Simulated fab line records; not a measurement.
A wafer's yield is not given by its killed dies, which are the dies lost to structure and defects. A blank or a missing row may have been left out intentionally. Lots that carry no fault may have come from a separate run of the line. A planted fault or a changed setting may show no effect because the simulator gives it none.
fab line records | flow n5_finfet
record: lots: 11 wafers: 33 last_day: 18
route steps=1938 shown SDB@363 DUMMY_REMOVAL@377 HKMG_FIN@387
lots that met no fault: taken from a fault-free run of the same line
start_h: start of the lot's first displayed wafer, in hours after the record's first day | wait_h: how many hours have passed since the lot's step before this one | " the same as in the row above | L1.1+2: a row that stands for several wafers | - no value, or no start given | * or withheld: withheld | < > ~ a bound
route shown NAME@n: a module of which the file shows steps, and the number in the route of the first | usual: the fault-free wafers' mean and standard deviation | same: alike in all rows | chamber/n: place in a boat | sites: the reading at each site | _std_site: the values' standard deviation | _edge_site: inner sites' mean taken away from outer sites' mean | radius_mm: for every site, how far away it sits from the centre of the wafer | mask NAME#n: copy n | behind: the tool/chamber that last shaped the wafer | hold: cause of the lot's hold/its duration in hours/its outcome | device: transistor that didn't switch, given as n, p or np | end of line: tests of these same wafers at the route's end | a step with no rows: only its recipe | killed: dies lost to structure and defects at the first sort, not the wafer's yield | map: shows each die of a wafer: x if killed, . if not, _ if none is there
set.NAME: setting as actually run; set.NAME@STEP: the setting as run at that earlier step | model.NAME: the simulator's own value behind a step, which no gauge read
the route's steps for a sample of lots (tables are steps, rows are wafers)
services: when a tool's chamber went out of use (start_h, in hours from the record's first day, below 0 if earlier), for how many hours, and the reason
== steps ==
step: N5_SDB_STRIP_21
recipe: chemistry: CF4 resist: SiARC power_w: 300 bias_power_w: 75 pressure_mtorr: 50 cf4_flow_sccm: 150 rf_frequency_hz: 6e+07
usual: drypump_motor_current_A: 5.8/0.43 oes_product_au: 0.75/0.088 rf_vpp_V: 270.7/1.7 showerhead_plenum_p_Torr: 1.78/0.068 throttle_valve_pct: 13.55/0.26
columns lot.wafer tool chamber start_h wait_h drypump_motor_current_A oes_product_au rf_hours_counter_h rf_vpp_V showerhead_plenum_p_Torr throttle_valve_pct
L547.2 rie_diel-02 0 72.24 0.0 6.1 0.71 172 269.0 1.71 13.39
L547.5 " 1 " " 5.9 0.69 - 272.7 1.83 13.58
L547.6 " 0 " " 6.1 0.72 - 270.7 1.71 13.41
L551.1 rie_diel-04 1 96.98 0.0 5.5 0.71 196 272.0 1.85 13.41
L551.4 " 3 " " 6.0 0.66 241 270.2 1.77 13.60
L551.6 " 3 " " 6.1 0.67 - 269.9 1.78 13.62
L554.2 rie_diel-05 2 117.43 0.0 5.5 0.74 150 267.2 1.66 13.51
L554.3 " 0 " " 5.1 0.69 245 272.1 1.84 13.61
L554.6 " 1 " " 6.1 0.77 - 275.0 1.88 13.70
L555.1 rie_diel-02 2 124.18 0.0 5.6 0.70 218 270.6 1.78 13.87
L555.3 " 3 " " 6.5 0.70 190 271.8 1.76 13.27
L555.6 " 0 " " 6.1 0.70 - 267.7 1.71 13.44
L557.4 rie_diel-02 2 140.23 0.0 5.6 0.69 - 271.5 1.78 13.86
L557.5 " 3 " " 6.5 0.71 - 270.5 1.75 13.29
L557.6 " 0 " " 6.1 0.70 - 268.2 1.71 13.44
L558.2 rie_diel-05 2 144.36 0.0 5.5 0.73 159 268.1 1.66 13.54
L558.4 " 2 " " 5.4 0.74 - 268.3 1.66 13.56
L558.6 " 3 " " 5.6 0.94 - 269.2 1.77 13.57
L559.1 rie_diel-05 1 148.84 0.0 6.1 0.76 145 273.1 1.88 13.73
L559.2 " 3 " " 5.6 0.93 10 269.6 1.77 13.58
L559.3 " 2 " " 5.5 0.74 161 268.1 1.66 13.54
L563.3 rie_diel-02 0 166.43 0.0 6.1 0.69 207 269.2 1.70 13.49
L563.4 " 3 " " 6.5 0.68 207 270.4 1.75 13.29
L563.6 " 3 " " 6.5 0.69 - 271.1 1.75 13.31
L567.3 rie_diel-05 1 198.90 0.0 6.1 0.75 163 272.6 1.87 13.76
L567.5 " 2 " " 5.5 0.73 - 266.2 1.65 13.57
L567.6 " 1 " " 6.1 0.75 - 272.0 1.87 13.76
L568.2 rie_diel-02 0 203.81 0.0 6.1 0.68 222 268.6 1.70 13.50
L568.3 " 3 " " 6.5 0.69 217 271.0 1.75 13.33
L568.5 " 1 " " 5.9 0.92 - 270.8 1.82 13.10
L569.2 rie_diel-05 0 204.94 0.0 5.1 0.90 16 272.3 1.83 13.07
L569.4 " 2 " " 5.4 0.72 - 267.7 1.65 13.58
L569.5 " 1 " " 6.1 0.74 - 271.9 1.87 13.78
step: N5_DUMMY_REMOVAL_HM_STRIP_01
recipe: chemistry: CH3F/O2 material: SiNx target_depth_a: 40 stop_on: poly-Si time_s: 6.8 over_etch_frac: 0.3 ion_energy_ev: 60 power_w: 410 bias_w: 29 Ar_flow_sccm: 150 CH3F_flow_sccm: 30 O2_flow_sccm: 20
usual: drypump_motor_current_A: 5.9/0.45 mfc_ar_sccm: 150.0/0.49 oes_product_au: 0.61/0.041 rf_vpp_V: 127.5/1.1 showerhead_plenum_p_Torr: 2.01/0.074 throttle_valve_pct: 16.47/0.25
same: time_s: 6.8
columns lot.wafer tool chamber start_h wait_h drypump_motor_current_A mfc_ar_sccm oes_product_au rf_hours_counter_h rf_vpp_V showerhead_plenum_p_Torr throttle_valve_pct
L547.2 rie_diel-01 3 75.92 0.0 5.4 150.2 0.65 106 126.3 2.02 16.60
L547.5 " 0 " " 5.5 150.6 0.59 - 127.3 2.00 16.64
L547.6 " 1 " " 5.5 150.1 0.58 - 127.7 2.07 16.72
L551.1 rie_diel-01 2 101.55 0.0 5.4 148.5 0.60 161 127.6 2.08 16.43
L551.4 " 3 " " 5.4 150.7 0.64 115 129.2 2.01 16.59
L551.6 " 3 " " 5.4 150.0 0.64 - 127.9 2.01 16.59
L554.2 rie_diel-01 0 121.35 0.0 5.5 150.4 0.58 202 128.2 2.00 16.63
L554.3 " 1 " " 5.5 150.6 0.58 233 127.3 2.06 16.77
L554.6 " 2 " " 5.4 150.7 0.60 - 128.4 2.08 16.43
L555.1 rie_diel-01 3 128.34 0.1 5.5 149.3 0.63 122 125.9 2.01 16.61
L555.3 " 1 " " 5.5 149.5 0.58 235 128.7 2.06 16.76
L555.6 " 0 " " 5.5 149.8 0.58 - 128.1 2.00 16.62
L557.4 rie_diel-03 3 144.32 0.0 5.8 150.0 0.65 - 126.4 1.96 16.08
L557.5 " 1 " " 6.8 150.5 0.57 - 125.8 1.91 16.68
L557.6 " 0 " " 5.7 150.1 0.62 - 128.3 2.08 16.64
L558.2 rie_diel-03 2 148.41 0.0 6.2 149.8 0.57 187 127.6 2.06 16.50
L558.4 " 3 " " 5.9 150.1 0.64 99 129.2 1.95 16.09
L558.6 " 2 " " 6.2 150.2 0.57 - 127.3 2.06 16.48
L559.1 rie_diel-03 1 153.07 0.2 6.8 150.0 0.58 194 126.3 1.91 16.69
L559.2 " 2 " " 6.2 149.7 0.57 189 129.1 2.06 16.48
L559.3 " 3 " " 5.8 150.0 0.65 100 126.7 1.95 16.10
L563.3 rie_diel-06 2 170.83 0.0 5.7 150.3 0.57 242 127.5 1.97 16.91
L563.4 " 0 " " 6.5 150.0 0.62 181 127.0 1.91 16.10
L563.6 " 3 " " 5.9 149.2 0.63 - 126.7 1.86 16.06
L567.3 rie_diel-01 3 202.73 0.1 5.4 151.0 0.61 148 127.2 2.00 16.65
L567.5 " 2 " " 5.4 150.2 0.59 - 127.4 2.07 16.49
L567.6 " 1 " " 5.5 149.2 0.77 - 128.3 2.05 16.30
L568.2 rie_diel-06 1 207.75 0.1 6.5 149.9 0.71 42 127.8 2.13 16.26
L568.3 " 3 " " 5.9 150.6 0.61 134 125.3 1.85 16.09
L568.5 " 0 " " 6.5 149.5 0.60 - 125.8 1.91 16.13
L569.2 rie_diel-03 1 208.61 0.0 6.8 150.3 0.56 207 125.5 1.91 16.73
L569.4 " 0 " " 5.8 150.3 0.60 165 130.4 2.08 16.69
L569.5 " 0 " " 5.7 150.6 0.60 - 129.4 2.08 16.65
step: N5_DUMMY_REMOVAL_PRECLEAN_08
recipe: chemistry: NF3:NH3 afs_cycles: 2 temp_c: 30 time_s: 20 sublimation_temp_c: 180 sublimation_time_s: 60 pressure_torr: 3 rf_power_w: 30
usual: afs_cycles: 2/0 pressure_torr: 3.000/0.0057 sublimation_temp_c: 180.00/0.15 temp_c: 30.03/0.11 time_s: 20/0
columns lot.wafer tool chamber start_h wait_h afs_cycles pressure_torr sublimation_temp_c temp_c time_s
L547.2 remote_plasma-02 0 76.18 0.1 2 3.000 179.97 30.12 20
L547.5 " 0 " " 2 3.002 179.89 30.13 20
L547.6 " 0 " " 2 3.010 180.00 30.00 20
L551.1 remote_plasma-01 0 101.83 0.0 2 2.996 179.78 30.09 20
L551.4 " 0 " " 2 2.999 179.94 30.01 20
L551.6 " 0 " " 2 2.995 179.82 30.05 20
L554.2 remote_plasma-01 1 121.61 0.1 2 3.002 179.95 30.07 20
L554.3 " 1 " " 2 3.006 180.12 30.10 20
L554.6 " 1 " " 2 3.006 179.78 30.03 20
L555.1 remote_plasma-01 0 128.57 0.0 2 2.994 179.94 30.16 20
L555.3 " 0 " " 2 2.999 179.77 29.99 20
L555.6 " 0 " " 2 3.001 179.97 30.15 20
L557.4 remote_plasma-02 0 144.62 0.1 - - - - -
L557.5 " 0 " " - - - - -
L557.6 " 0 " " - - - - -
L558.2 remote_plasma-01 1 148.82 0.2 - - - - -
L558.4 " 1 " " - - - - -
L558.6 " 1 " " - - - - -
L559.1 remote_plasma-01 1 153.30 0.0 2 3.002 180.06 29.82 20
L559.2 " 1 " " 2 2.997 180.02 29.83 20
L559.3 " 1 " " 2 2.991 179.73 29.87 20
L563.3 remote_plasma-01 1 171.12 0.1 2 3.004 180.06 29.86 20
L563.4 " 1 " " 2 3.006 180.03 29.95 20
L563.6 " 1 " " 2 3.002 180.12 29.90 20
L567.3 remote_plasma-01 0 203.03 0.1 2 2.992 179.93 29.87 20
L567.5 " 0 " " 2 2.992 179.92 29.94 20
L567.6 " 0 " " 2 3.000 179.97 29.91 20
L568.2 remote_plasma-02 0 208.01 0.1 2 3.007 180.18 29.93 20
L568.3 " 0 " " 2 2.997 180.07 30.03 20
L568.5 " 0 " " 2 3.005 180.17 29.84 20
L569.2 remote_plasma-01 1 208.88 0.1 2 2.997 180.12 30.04 20
L569.4 " 1 " " 2 3.001 179.99 30.13 20
L569.5 " 1 " " 2 3.005 180.12 30.05 20
step: N5_HKMG_FIN_HK_ANNEAL_02
recipe: temp_c: 700 time_s: 30 ambient: N2 idle_temp_c: 600 ramp_up_c_per_s: 150 ramp_down_c_per_s: 60 cool_to_c: 600
usual: lamp_power_pct: 8.80/0.053 wafer_temp_C_max: 702.9/0.66
same: time_s: 30
columns lot.wafer tool chamber start_h wait_h lamp_power_pct wafer_temp_C_max
L547.2 rtp_anneal-01 0 76.91 0.4 8.75 702.5
L547.5 " 0 " " 8.82 702.9
L547.6 " 0 " " 8.82 702.4
L551.1 rtp_anneal-01 0 102.34 0.1 8.69 703.6
L551.4 " 0 " " 8.73 702.8
L551.6 " 0 " " 8.76 704.6
L554.2 rtp_anneal-01 0 122.12 0.1 8.82 702.6
L554.3 " 0 " " 8.79 703.9
L554.6 " 0 " " 8.85 702.5
L555.1 rtp_anneal-02 0 129.11 0.2 8.85 702.6
L555.3 " 0 " " 8.89 703.4
L555.6 " 0 " " 8.84 703.2
L557.4 rtp_anneal-02 0 145.13 0.2 8.82 704.2
L557.5 " 0 " " 8.89 702.7
L557.6 " 0 " " 8.78 703.1
L558.2 rtp_anneal-02 0 149.33 0.1 8.79 704.1
L558.4 " 0 " " 8.72 704.3
L558.6 " 0 " " 8.71 703.8
L559.1 rtp_anneal-02 0 153.84 0.1 8.77 702.1
L559.2 " 0 " " 8.73 703.6
L559.3 " 0 " " 8.86 703.2
L563.3 rtp_anneal-02 0 171.75 0.3 8.79 702.9
L563.4 " 0 " " 8.89 702.7
L563.6 " 0 " " 8.77 702.3
L567.3 rtp_anneal-01 0 203.54 0.2 8.83 702.0
L567.5 " 0 " " 8.79 704.0
L567.6 " 0 " " 8.83 704.8
L568.2 rtp_anneal-02 0 208.79 0.4 8.78 702.2
L568.3 " 0 " " 8.83 702.3
L568.5 " 0 " " 8.78 702.2
L569.2 rtp_anneal-02 0 209.51 0.3 8.91 702.3
L569.4 " 0 " " 8.74 702.1
L569.5 " 0 " " 8.79 701.8
== services ==
columns tool chamber start_h hours kind
rie_diel-02 - 63.88 0.1 repair
rie_diel-04 1 84.16 5.7 repair
rie_diel-01 0 90.51 8.2 repair
rie_diel-06 0 92.45 4.8 repair
rie_diel-05 3 98.30 - clean
rie_diel-05 3 98.30 - consumable_replace:focus_ring
rie_diel-05 3 98.30 19.9 scheduled_down
rie_diel-05 3 98.30 19.9 vent_cycle
rie_diel-01 0 116.14 1.5 repair
rie_diel-01 2 127.11 6.6 repair
rie_diel-05 0 132.26 - clean
rie_diel-05 0 132.26 - consumable_replace:focus_ring
rie_diel-05 0 132.26 24.3 scheduled_down
rie_diel-05 - 138.50 4.3 pm
rie_diel-03 2 140.26 5.8 repair
rie_diel-04 3 143.18 13.8 repair
rie_diel-06 1 154.34 5.2 repair
rie_diel-05 - 164.14 0.3 repair
rie_diel-05 - 171.64 2.2 repair
rie_diel-02 3 173.21 5.4 repair
rie_diel-04 1 175.48 62.1 repair
rie_diel-06 - 199.41 3.9 repair
rie_diel-05 3 201.47 13.7 repair
rie_diel-01 3 207.40 19.4 repair
== key ==
first_sign: step: N5_DUMMY_REMOVAL_PRECLEAN_08 reading: tool_record direction: missing
effect none on later readings
met_at N5_DUMMY_REMOVAL_PRECLEAN_08
struck_lots L557,L558
tester_left_out L557,L558
not_acting_at N5_SDB_STRIP_21,N5_DUMMY_REMOVAL_HM_STRIP_01,N5_HKMG_FIN_HK_ANNEAL_02
onset_between 128.57 144.62
fault: kind: skipped_step_whole tool: remote_plasma-01,remote_plasma-02 chamber: - onset_h: 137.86 steps: N5_DUMMY_REMOVAL_PRECLEAN_08 scope: struck_lots_only
tester_left_out: of these lots the tester's yield and bins aren't shown, on N5 and GAA mostly nor the transistor test; their killed dies are dies lost to structure and defects alone, not to doping, threshold or leakage, so they don't give the yield
